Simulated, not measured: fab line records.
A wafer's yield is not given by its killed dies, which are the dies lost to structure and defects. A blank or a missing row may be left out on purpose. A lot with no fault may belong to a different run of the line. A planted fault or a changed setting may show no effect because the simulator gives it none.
Chamber matching | flow nand harc | NHARC_A_SGD_CUT_ETCH_58 on rie diel-06: 4 sister chambers
The step etches the open film in CF4, target depth 39 nm, time 65 s. 4 wafers are shown with their chamber, then 8 later ones without.

== WAFERS WITH THEIR CHAMBER ==
wafer  | chamber | showerhead plenum p Torr (Torr)
L078.1 | 2       | 1.64
L078.5 | 1       | 1.79
L085.4 | 3       | 1.73
L087.1 | 0       | 1.68

== WAFERS WHOSE CHAMBER IS MISSING ==
wafer  | showerhead plenum p Torr (Torr)
L087.2 | 1.64
L087.5 | 1.64
L091.2 | 1.68
L091.3 | 1.78
L091.4 | 1.64
L095.1 | 1.78
L095.2 | 1.72
L095.3 | 1.64

== CHAMBER TAKEN BY EACH ==
wafer  | from the rows above | in truth
L087.2 | 2                   | 2
L087.5 | 2                   | 2
L091.2 | 0                   | 0
L091.3 | 1                   | 1
L091.4 | 2                   | 2
L095.1 | 1                   | 1
L095.2 | 3                   | 3
L095.3 | 2                   | 2
Correctly placed: 8 of 8. Number that these rows cannot place: 0. Wrongly placed: 0.
How it was worked out, from the rows above alone: a wafer's distance from a chamber is the root of the sum, over the readings, of the square of ((its reading less the chamber's mean) divided by the reading's scatter). If the next closest chamber is less than 2 further off than the closest, the wafer can't be placed; otherwise it belongs to the closest. For every chamber, the mean is computed from those of its wafers that are shown. The scatter: root of mean squared gap, hidden wafer to nearest shown wafer, with one shown wafer a chamber.
